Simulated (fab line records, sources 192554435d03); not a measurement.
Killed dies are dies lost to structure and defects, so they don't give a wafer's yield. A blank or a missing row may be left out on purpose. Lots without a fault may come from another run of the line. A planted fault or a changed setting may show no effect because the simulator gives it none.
fab line records | flow n5_finfet
record lots=24 wafers=72 last_day=17
route steps=1938 shown BEOL_M8@1396 BEOL_M9@1414 BEOL_M10@1470
lots that met no fault: from a run of the same line without faults
start_h: hours from the record's first day to the start of the lot's first wafer shown | wait_h: hours since the lot's step before | " the same as in the row above | L1.1+2: a row that stands for several wafers | - no value, or no start given | * or withheld: withheld | < > ~ a bound
route shown NAME@n: a module of which the file shows steps, and the number in the route of the first | usual: mean/standard deviation of fault-free wafers | same: alike in all rows | chamber/n: place in a boat | sites: the reading at each site | _std_site: their standard deviation | _edge_site: outer sites' mean less inner sites' | radius_mm: how far each site lies from the wafer's centre | mask NAME#n: copy n | behind: the tool/chamber that last shaped the wafer | hold: why the lot was held/for how many hours/how that ended | device: the transistor (n, p or np) that didn't switch | end of line: the same wafers' tests at the end of the route | a step without rows: its recipe alone | killed: dies lost to structure and defects at the first sort, not the wafer's yield | map: a wafer's dies, x killed, . not, _ none there
set.NAME: the setting as run; set.NAME@STEP: as run at that earlier step | model.NAME: the simulator's own value behind a step, which no gauge read
steps of the route over a sample of lots; a table a step, a row a wafer
services: from which hour (start_h, from the record's first day; less than 0 if before it) a tool's chamber was out of use, for how many hours, and why
## steps
# step N5_BEOL_M8_THK_MEAS_53
# recipe thk_meas_gauge=xrf reads=Cu_of_BEOL_M8_ECD_50
# usual M8_THK=80.3/2.4
# columns lot.wafer tool chamber start_h wait_h M8_THK[nm]
L074.2 film_metro-01 - 191.76 - 85.6
L074.3 " - " " 80.1
L074.4 " - " " 79.6
L076.2 film_metro-01 - 196.08 - 80.4
L076.5 " - " " 78.0
L076.6 " - " " 79.0
L075.3 film_metro-01 - 196.40 - 81.2
L075.5 " - " " 79.6
L075.6 " - " " 76.5
L077.2 film_metro-02 - 216.61 - 81.5
L077.5 " - " " 84.0
L077.6 " - " " 79.9
L078.1 film_metro-02 - 225.95 - 77.9
L078.3 " - " " 81.4
L078.6 " - " " 78.0
L079.3 film_metro-01 - 226.31 - 80.6
L079.5 " - " " 76.9
L079.6 " - " " 82.4
L080.1 film_metro-01 - 226.85 - 81.9
L080.4 " - " " 78.6
L080.5 " - " " 77.5
L081.2 film_metro-01 - 237.62 - 80.5
L081.4 " - " " 80.6
L081.6 " - " " 76.0
L083.4 film_metro-01 - 243.39 - 79.9
L083.5 " - " " 78.0
L083.6 " - " " 81.8
L082.1 film_metro-02 - 246.94 - 79.4
L082.2 " - " " 78.2
L082.4 " - " " 83.3
L084.3 film_metro-02 - 247.26 - 81.4
L084.4 " - " " 81.0
L084.5 " - " " 78.7
L085.2 film_metro-02 - 260.54 - 78.7
L085.3 " - " " 77.0
L085.6 " - " " 79.9
L086.1 film_metro-02 - 267.60 - 84.9
L086.2 " - " " 79.0
L086.4 " - " " 77.7
L087.2 film_metro-01 - 273.16 - 83.9
L087.3 " - " " 80.3
L087.6 " - " " 83.2
L088.1 film_metro-02 - 280.49 - 79.4
L088.2 " - " " 78.6
L088.4 " - " " 84.1
L090.1 film_metro-02 - 280.76 - 79.3
L090.4 " - " " 81.7
L090.6 " - " " 79.5
L091.1 film_metro-01 - 288.79 - 83.4
L091.3 " - " " 78.4
L091.4 " - " " 78.1
L089.1 film_metro-02 - 290.05 - 79.9
L089.4 " - " " 82.1
L089.6 " - " " 79.9
L092.2 film_metro-02 - 296.53 - 78.0
L092.4 " - " " 81.5
L092.6 " - " " 76.8
L093.1 film_metro-01 - 301.99 - 80.2
L093.5 " - " " 80.3
L093.6 " - " " 86.5
L094.2 film_metro-01 - 305.19 - 79.1
L094.3 " - " " 83.6
L094.5 " - " " 85.0
L095.1 film_metro-01 - 310.94 - 75.5
L095.2 " - " " 80.5
L095.4 " - " " 76.1
L096.2 film_metro-02 - 330.07 - 82.0
L096.3 " - " " 81.3
L096.4 " - " " 81.3
L097.2 film_metro-01 - 339.90 - 79.3
L097.3 " - " " 84.5
L097.6 " - " " 83.0
# step N5_BEOL_M9_CD_MEAS_11
# recipe target_cd_nm=64.1 landing_energy_ev=500 detector=se_inlens polarity=opening
# usual cd_nm=64.1/0.58
# columns lot.wafer tool chamber start_h wait_h cd_nm
L074.2 cd_sem-03 0 194.17 - 63.8
L074.3 " 0 " " 64.1
L074.4 " 0 " " 65.2
L076.2 cd_sem-01 0 199.83 - 63.9
L076.5 " 0 " " 63.8
L076.6 " 0 " " 64.7
L075.3 cd_sem-02 0 200.47 - 64.2
L075.5 " 0 " " 64.1
L075.6 " 0 " " 63.4
L077.2 cd_sem-02 0 218.43 - 64.7
L077.5 " 0 " " 65.0
L077.6 " 0 " " 64.7
L078.1 cd_sem-01 0 228.09 - 63.8
L078.3 " 0 " " 64.5
L078.6 " 0 " " 63.4
L079.3 cd_sem-01 0 228.32 - 63.5
L079.5 " 0 " " 63.4
L079.6 " 0 " " 63.9
L080.1 cd_sem-02 0 228.48 - 64.1
L080.4 " 0 " " 63.4
L080.5 " 0 " " 64.4
L081.2 cd_sem-03 0 241.84 - 64.6
L081.4 " 0 " " 65.0
L081.6 " 0 " " 65.0
L083.4 cd_sem-01 0 245.39 - 65.1
L083.5 " 0 " " 64.3
L083.6 " 0 " " 64.8
L082.1 cd_sem-01 0 249.94 - 64.6
L082.2 " 0 " " 64.1
L082.4 " 0 " " 64.9
L084.3 cd_sem-02 0 250.11 - 63.7
L084.4 " 0 " " 64.7
L084.5 " 0 " " 64.0
L085.2 cd_sem-03 0 263.39 - 62.5
L085.3 " 0 " " 63.4
L085.6 " 0 " " 63.7
L086.1 cd_sem-01 0 270.51 - 64.5
L086.2 " 0 " " 64.4
L086.4 " 0 " " 64.1
L087.2 cd_sem-01 0 274.76 - 64.1
L087.3 " 0 " " 63.9
L087.6 " 0 " " 63.9
L088.1 cd_sem-01 0 282.99 - 64.1
L088.2 " 0 " " 63.3
L088.4 " 0 " " 64.1
L090.1 cd_sem-03 0 283.35 - 64.3
L090.4 " 0 " " 64.5
L090.6 " 0 " " 64.8
L091.1 cd_sem-02 0 291.35 - 63.8
L091.3 " 0 " " 64.0
L091.4 " 0 " " 63.7
L089.1 cd_sem-03 0 292.57 - 63.1
L089.4 " 0 " " 63.5
L089.6 " 0 " " 63.3
L092.2 cd_sem-01 0 298.61 - 63.7
L092.4 " 0 " " 63.4
L092.6 " 0 " " 63.8
L093.1 cd_sem-03 0 303.97 - 64.6
L093.5 " 0 " " 64.3
L093.6 " 0 " " 63.6
L094.2 cd_sem-02 0 306.83 - 64.8
L094.3 " 0 " " 63.8
L094.5 " 0 " " 63.8
L095.1 cd_sem-01 0 312.74 - 63.6
L095.2 " 0 " " 63.8
L095.4 " 0 " " 63.5
L096.2 cd_sem-02 0 332.25 - 64.0
L096.3 " 0 " " 64.8
L096.4 " 0 " " 63.9
L097.2 cd_sem-03 0 342.02 - 64.7
L097.3 " 0 " " 64.1
L097.6 " 0 " " 64.5
# step N5_BEOL_M9_INSPECT_13
# recipe mode=adi inspect_instrument=brightfield
# usual raw_defect_count=399/100
# columns lot.wafer tool chamber start_h wait_h raw_defect_count
L074.2 defect_inspect-02 - 194.25 0.0 493
L074.3 " - " " 419
L074.4 " - " " 487
L076.2 defect_inspect-01 - 199.89 0.0 444
L076.5 " - " " 604
L076.6 " - " " 423
L075.3 defect_inspect-01 - 200.53 0.0 273
L075.5 " - " " 333
L075.6 " - " " 403
L077.2 defect_inspect-02 - 218.48 0.0 271
L077.5 " - " " 211
L077.6 " - " " 265
L078.1 defect_inspect-02 - 228.15 0.0 338
L078.3 " - " " 298
L078.6 " - " " 504
L079.3 defect_inspect-01 - 228.37 0.0 467
L079.5 " - " " 395
L079.6 " - " " 337
L080.1 defect_inspect-01 - 228.53 0.0 231
L080.4 " - " " 296
L080.5 " - " " 253
L081.2 defect_inspect-02 - 241.89 0.0 472
L081.4 " - " " 536
L081.6 " - " " 443
L083.4 defect_inspect-01 - 245.44 0.0 313
L083.5 " - " " 397
L083.6 " - " " 430
L082.1 defect_inspect-02 - 250.00 0.0 321
L082.2 " - " " 488
L082.4 " - " " 318
L084.3 defect_inspect-01 - 250.16 0.0 366
L084.4 " - " " 239
L084.5 " - " " 364
L085.2 defect_inspect-02 - 263.44 0.0 458
L085.3 " - " " 401
L085.6 " - " " 455
L086.1 defect_inspect-02 - 270.57 0.0 404
L086.2 " - " " 423
L086.4 " - " " 561
L087.2 defect_inspect-02 - 274.81 0.0 605
L087.3 " - " " 337
L087.6 " - " " 549
L088.1 defect_inspect-02 - 283.04 0.0 283
L088.2 " - " " 555
L088.4 " - " " 407
L090.1 defect_inspect-01 - 283.41 0.0 379
L090.4 " - " " 348
L090.6 " - " " 400
L091.1 defect_inspect-02 - 291.40 0.0 245
L091.3 " - " " 317
L091.4 " - " " 280
L089.1 defect_inspect-02 - 292.62 0.0 361
L089.4 " - " " 442
L089.6 " - " " 431
L092.2 defect_inspect-02 - 298.66 0.0 336
L092.4 " - " " 423
L092.6 " - " " 313
L093.1 defect_inspect-01 - 304.02 0.0 300
L093.5 " - " " 332
L093.6 " - " " 276
L094.2 defect_inspect-01 - 306.88 0.0 354
L094.3 " - " " 405
L094.5 " - " " 445
L095.1 defect_inspect-02 - 312.79 0.0 367
L095.2 " - " " 386
L095.4 " - " " 486
L096.2 defect_inspect-02 - 332.30 0.0 401
L096.3 " - " " 623
L096.4 " - " " 412
L097.2 defect_inspect-01 - 342.07 0.0 621
L097.3 " - " " 359
L097.6 " - " " 440
# step N5_BEOL_M9_VIA_ETCH_34
# recipe chemistry=C4F6/O2 target=SiCOH_lowk target_depth_a=1824 mask_material=SOC taper_deg=4 time_s=68.4 ion_energy_ev=250 pressure_mtorr=30 source_w=345 bias_w=185 Ar_flow_sccm=300 C4F6_flow_sccm=10 O2_flow_sccm=10
# usual C4F6_flow_sccm=10.00/0.03 drypump_motor_current_A=5.6/0.53 oes_product_au=0.79/0.085 rf_vpp_V=660/14 showerhead_plenum_p_Torr=2.83/0.098 throttle_valve_pct=20.81/0.22
# columns lot.wafer tool chamber start_h wait_h C4F6_flow_sccm drypump_motor_current_A oes_product_au rf_hours_counter_h rf_vpp_V showerhead_plenum_p_Torr throttle_valve_pct
L074.2 rie_diel-03 0 196.35 0.0 9.96 5.9 0.72 166 684 2.84 21.04
L074.3 " 1 " " 10.01 6.1 0.88 46 669 2.76 20.66
L074.4 " 3 " " 9.94 5.4 0.69 236 646 2.92 20.90
L075.3 rie_diel-05 2 204.18 0.0 9.92 6.7 0.80 109 664 2.95 20.32
L075.5 " 2 " " 9.98 6.8 0.81 - 664 2.95 20.30
L075.6 " 3 " " 10.00 5.8 0.70 - 679 2.93 20.62
L076.2 rie_diel-03 1 204.59 0.0 9.97 6.1 0.88 48 668 2.76 20.67
L076.5 " 2 " " 10.02 5.1 0.76 - 658 2.74 20.92
L076.6 " 1 " " 9.95 6.1 0.87 - 669 2.76 20.67
L077.2 rie_diel-03 0 221.23 0.0 10.04 5.9 0.72 173 685 2.84 21.06
L077.5 " 3 " " 10.02 5.4 0.69 - 645 2.91 20.91
L077.6 " 0 " " 9.98 5.9 0.72 - 685 2.84 21.05
L080.1 rie_diel-03 2 230.16 0.0 10.00 5.1 0.74 172 657 2.74 20.93
L080.4 " 1 " " 10.01 6.1 0.87 56 668 2.76 20.67
L080.5 " 2 " " 9.99 5.1 0.75 - 658 2.74 20.93
L079.3 rie_diel-01 3 230.60 0.0 10.03 5.4 0.69 218 649 2.72 20.92
L079.5 " 1 " " 10.03 5.7 0.84 - 676 2.89 20.94
L079.6 " 0 " " 10.01 4.9 0.84 - 643 2.86 20.89
L078.1 rie_diel-05 1 230.66 0.0 10.02 6.1 0.82 74 661 2.98 20.58
L078.3 " 0 " " 10.00 5.6 0.75 134 636 2.64 20.90
L078.6 " 1 " " 9.99 6.1 0.81 - 662 2.98 20.58
L081.2 rie_diel-03 3 244.12 0.0 9.99 5.4 0.68 250 644 2.91 20.91
L081.4 " 1 " " 10.05 6.1 0.86 62 669 2.76 20.68
L081.6 " 0 " " 10.02 5.9 0.72 - 685 2.84 21.06
L083.4 rie_diel-05 2 248.74 0.0 10.02 6.7 0.79 122 664 2.94 20.32
L083.5 " 1 " " 10.06 6.1 0.81 - 662 2.97 20.60
L083.6 " 0 " " 10.03 5.6 0.76 - 636 2.64 20.91
L082.1 rie_diel-01 1 251.76 0.0 9.95 5.8 0.84 66 674 2.88 20.97
L082.2 " 2 " " 9.97 5.0 1.00 2 670 2.79 20.95
L082.4 " 3 " " 9.99 5.3 0.68 226 653 2.71 20.97
L084.3 rie_diel-01 2 252.34 0.0 9.99 5.0 1.00 2 672 2.79 20.95
L084.4 " 0 " " 10.03 4.9 0.84 84 641 2.86 20.91
L084.5 " 3 " " 9.99 5.3 0.68 - 651 2.71 20.95
L085.2 rie_diel-03 0 265.12 0.0 10.01 5.9 0.71 189 684 2.83 21.07
L085.3 " 1 " " 10.00 6.1 0.86 69 668 2.75 20.72
L085.6 " 0 " " 10.01 5.9 0.71 - 683 2.83 21.07
L086.1 rie_diel-05 1 271.67 0.0 9.99 6.1 0.79 85 662 2.97 20.61
L086.2 " 0 " " 10.01 5.6 0.74 146 636 2.64 20.92
L086.4 " 2 " " 9.99 6.7 0.78 129 663 2.94 20.33
L087.2 rie_diel-01 3 276.02 0.0 10.02 5.4 0.68 233 650 2.71 20.96
L087.3 " 1 " " 10.04 5.8 0.83 73 674 2.88 20.97
L087.6 " 1 " " 10.00 5.8 0.83 - 674 2.88 20.95
L088.1 rie_diel-03 2 284.37 0.0 10.01 5.1 0.72 193 658 2.73 20.94
L088.2 " 1 " " 10.04 6.1 0.83 77 667 2.75 20.71
L088.4 " 3 " " 10.02 5.4 0.94 6 643 2.91 20.50
L090.1 rie_diel-03 1 284.79 0.0 10.03 6.1 0.84 77 670 2.75 20.70
L090.4 " 0 " " 9.97 6.0 0.70 196 685 2.83 21.08
L090.6 " 3 " " 10.04 5.4 0.95 - 644 2.91 20.51
L091.1 rie_diel-05 2 293.44 0.0 9.99 6.8 0.78 136 662 2.94 20.34
L091.3 " 0 " " 9.96 5.6 0.74 153 637 2.63 20.93
L091.4 " 3 " " 10.00 5.8 0.69 245 681 2.92 20.66
L089.1 rie_diel-03 1 293.85 0.0 10.02 6.1 0.84 80 669 2.75 20.72
L089.4 " 3 " " 10.00 5.4 0.93 - 644 2.91 20.51
L089.6 " 2 " " 9.96 5.1 0.73 - 658 2.73 20.95
L092.2 rie_diel-01 1 300.17 0.0 10.01 5.8 0.82 82 675 2.87 20.98
L092.4 " 3 " " 10.06 5.4 0.68 241 650 2.71 20.97
L092.6 " 3 " " 10.03 5.3 0.67 - 650 2.71 20.96
L093.1 rie_diel-01 3 305.32 0.0 10.05 5.3 0.68 242 649 2.71 20.98
L093.5 " 0 " " 9.95 4.9 0.82 - 641 2.85 20.93
L093.6 " 3 " " 10.01 5.3 0.67 - 650 2.71 20.96
L094.2 rie_diel-01 0 308.49 0.0 10.01 4.9 0.82 102 643 2.85 20.93
L094.3 " 1 " " 10.07 5.8 0.81 83 675 2.87 20.99
L094.5 " 2 " " 9.96 5.0 0.93 - 672 2.78 20.98
L095.1 rie_diel-05 1 314.35 0.0 10.03 6.1 0.79 100 661 2.96 20.62
L095.2 " 2 " " 10.08 6.8 0.78 144 663 2.93 20.35
L095.4 " 2 " " 10.04 6.7 0.78 - 664 2.93 20.35
L096.2 rie_diel-01 2 333.89 0.0 10.02 5.0 0.91 28 671 2.78 20.99
L096.3 " 1 " " 9.97 5.9 0.80 91 674 2.87 20.99
L096.4 " 2 " " 10.00 5.0 0.91 - 672 2.78 21.00
L097.2 rie_diel-05 3 343.49 0.0 10.03 5.7 0.93 5 680 2.91 20.32
L097.3 " 0 " " 9.96 5.6 0.72 170 638 2.63 20.94
L097.6 " 0 " " 10.01 5.6 0.73 - 634 2.63 20.96
# step N5_BEOL_M10_ILD_DEP_00
# recipe material=SiCOH_lowk target_thk_a=3085.1 temp_c=300 precursor=DEMS/porogen pressure_torr=5 rf_w=500 time_s=58
# usual heater_power_w=310/52 showerhead_plenum_p_Torr=5.734/0.014 throttle_valve_pct=14.0/1.1
# columns lot.wafer tool chamber start_h wait_h heater_power_w showerhead_plenum_p_Torr throttle_valve_pct
L074.2 pecvd-01 1 201.29 0.0 284 5.736 15.5
L074.3 " 0 " " 384 5.748 13.8
L074.4 " 1 " " 289 5.725 15.5
L075.3 pecvd-02 0 208.52 0.1 325 5.721 13.9
L075.5 " 0 " " 331 5.714 14.0
L075.6 " 1 " " 364 5.743 14.5
L076.2 pecvd-04 2 208.87 0.0 323 5.722 12.7
L076.5 " 1 " " 337 5.739 16.1
L076.6 " 0 " " 238 5.704 13.8
L077.2 pecvd-04 2 223.99 0.0 352 5.731 12.6
L077.5 " 1 " " 309 5.749 16.0
L077.6 " 0 " " 292 5.708 14.1
L080.1 pecvd-04 2 233.20 0.0 352 5.736 12.6
L080.4 " 1 " " 383 5.736 15.9
L080.5 " 2 " " 357 5.739 12.7
L079.3 pecvd-02 2 233.46 0.0 275 5.743 12.6
L079.5 " 2 " " 277 5.725 12.8
L079.6 " 1 " " 370 5.753 14.5
L078.1 pecvd-01 2 233.58 0.0 223 5.728 12.7
L078.3 " 0 " " 383 5.742 13.7
L078.6 " 0 " " 391 5.748 13.9
L081.2 pecvd-02 2 246.68 0.0 253 5.744 12.8
L081.4 " 2 " " 255 5.722 12.7
L081.6 " 1 " " 348 5.746 14.1
L083.4 pecvd-01 0 252.48 0.1 380 5.740 13.6
L083.5 " 1 " " 283 5.732 15.5
L083.6 " 2 " " 261 5.742 12.8
L082.1 pecvd-01 0 254.54 0.0 382 5.747 14.0
L082.2 " 2 " " 274 5.739 12.8
L082.4 " 2 " " 204 5.741 12.8
L084.3 pecvd-02 1 256.71 0.0 385 5.748 14.4
L084.4 " 1 " " 387 5.751 14.4
L084.5 " 2 " " 267 5.734 12.6
L085.2 pecvd-01 2 268.54 0.0 272 5.739 12.6
L085.3 " 2 " " 212 5.741 12.8
L085.6 " 1 " " 283 5.722 15.3
L086.1 pecvd-01 2 274.81 0.0 261 5.746 12.6
L086.2 " 0 " " 398 5.739 14.1
L086.4 " 2 " " 258 5.741 13.0
L087.2 pecvd-02 1 278.51 0.0 337 5.755 14.1
L087.3 " 2 " " 226 5.742 12.8
L087.6 " 0 " " 348 5.727 13.8
L088.1 pecvd-01 2 288.65 0.0 266 5.736 12.9
L088.2 " 0 " " 389 5.742 14.0
L088.4 " 1 " " 296 5.722 15.5
L090.1 pecvd-04 0 288.90 0.0 300 5.714 14.1
L090.4 " 2 " " 337 5.729 12.7
L090.6 " 0 " " 233 5.702 14.2
L091.1 pecvd-02 1 296.45 0.0 340 5.760 14.5
L091.3 " 2 " " 250 5.747 12.7
L091.4 " 2 " " 260 5.738 12.7
L089.1 pecvd-04 0 296.93 0.0 281 5.714 14.3
L089.4 " 1 " " 336 5.742 16.0
L089.6 " 2 " " 305 5.730 12.7
L092.2 pecvd-02 0 303.06 0.0 371 5.715 14.1
L092.4 " 0 " " 367 5.720 14.0
L092.6 " 0 " " 296 5.739 14.0
L093.1 pecvd-01 0 308.41 0.0 327 5.723 14.0
L093.5 " 0 " " 353 5.747 13.9
L093.6 " 2 " " 229 5.749 12.6
L094.2 pecvd-02 2 311.24 0.0 253 5.738 12.7
L094.3 " 0 " " 329 5.718 14.2
L094.5 " 1 " " 388 5.748 14.3
L095.1 pecvd-02 0 317.26 0.0 367 5.715 14.0
L095.2 " 2 " " 242 5.724 12.7
L095.4 " 2 " " 247 5.732 12.8
L096.2 pecvd-01 0 336.75 0.0 393 5.744 14.0
L096.3 " 2 " " 216 5.744 12.8
L096.4 " 0 " " 393 5.740 14.1
L097.2 pecvd-04 2 346.88 0.0 351 5.740 12.9
L097.3 " 0 " " 289 5.694 14.1
L097.6 " 1 " " 346 5.744 15.9
# step N5_BEOL_M10_THK_MEAS_01
# recipe reads=SiCOH_lowk_of_BEOL_M10_ILD_DEP_00
# usual M10_ILD_THK=266/4.1
# columns lot.wafer tool chamber start_h wait_h M10_ILD_THK[nm]
L074.2 film_metro-02 - 202.36 0.7 268
L074.3 " - " " 270
L074.4 " - " " 271
L076.2 film_metro-01 - 209.46 0.4 262
L076.5 " - " " 264
L076.6 " - " " 273
L075.3 film_metro-02 - 209.60 0.5 266
L075.5 " - " " 266
L075.6 " - " " 263
L077.2 film_metro-01 - 224.58 0.4 259
L077.5 " - " " 261
L077.6 " - " " 271
L080.1 film_metro-02 - 233.79 0.4 262
L080.4 " - " " 267
L080.5 " - " " 265
L079.3 film_metro-01 - 234.27 0.3 264
L079.5 " - " " 268
L079.6 " - " " 260
L078.1 film_metro-01 - 234.36 0.4 270
L078.3 " - " " 270
L078.6 " - " " 275
L081.2 film_metro-02 - 247.75 0.7 264
L081.4 " - " " 266
L081.6 " - " " 265
L083.4 film_metro-02 - 253.53 0.4 274
L083.5 " - " " 268
L083.6 " - " " 269
L082.1 film_metro-01 - 255.13 0.4 273
L082.2 " - " " 264
L082.4 " - " " 268
L084.3 film_metro-01 - 257.30 0.3 265
L084.4 " - " " 268
L084.5 " - " " 272
L085.2 film_metro-02 - 269.16 0.4 264
L085.3 " - " " 268
L085.6 " - " " 266
L086.1 film_metro-01 - 275.40 0.4 265
L086.2 " - " " 271
L086.4 " - " " 271
L087.2 film_metro-02 - 279.10 0.4 256
L087.3 " - " " 264
L087.6 " - " " 267
L088.1 film_metro-01 - 289.24 0.4 264
L088.2 " - " " 268
L088.4 " - " " 272
L090.1 film_metro-02 - 289.72 0.4 268
L090.4 " - " " 264
L090.6 " - " " 272
L091.1 film_metro-01 - 297.15 0.4 264
L091.3 " - " " 265
L091.4 " - " " 272
L089.1 film_metro-01 - 297.63 0.4 264
L089.4 " - " " 260
L089.6 " - " " 261
L092.2 film_metro-01 - 303.68 0.4 262
L092.4 " - " " 267
L092.6 " - " " 266
L093.1 film_metro-01 - 309.00 0.4 267
L093.5 " - " " 272
L093.6 " - " " 270
L094.2 film_metro-02 - 312.01 0.4 267
L094.3 " - " " 265
L094.5 " - " " 266
L095.1 film_metro-02 - 317.85 0.4 268
L095.2 " - " " 268
L095.4 " - " " 272
L096.2 film_metro-01 - 337.34 0.4 266
L096.3 " - " " 268
L096.4 " - " " 273
L097.2 film_metro-02 - 347.47 0.4 257
L097.3 " - " " 262
L097.6 " - " " 263
## services
# columns tool chamber start_h hours kind
pecvd-02 0 180.51 9.0 repair
rie_diel-03 0 181.89 7.9 repair
pecvd-02 - 191.19 0.5 repair
pecvd-01 - 191.75 2.8 pm
pecvd-02 2 202.38 - clean
pecvd-02 2 202.38 - consumable_replace:showerhead
pecvd-02 2 202.38 29.0 scheduled_down
pecvd-02 2 202.38 29.0 vent_cycle
pecvd-01 0 207.62 2.1 scheduled_down
rie_diel-01 3 211.88 14.8 repair
pecvd-02 1 226.80 2.1 scheduled_down
rie_diel-03 3 232.01 2.0 repair
pecvd-04 - 238.23 0.5 repair
pecvd-02 - 250.62 2.8 pm
pecvd-04 0 251.52 12.3 repair
rie_diel-03 3 266.40 4.3 repair
rie_diel-05 3 288.80 4.2 repair
rie_diel-03 0 289.36 5.6 repair
pecvd-02 - 290.31 6.1 repair
pecvd-02 1 298.53 6.5 repair
pecvd-01 - 306.51 1.0 repair
pecvd-04 - 323.14 1.8 repair
rie_diel-01 1 326.54 5.2 repair
rie_diel-03 3 343.39 5.5 repair
## key
fault none
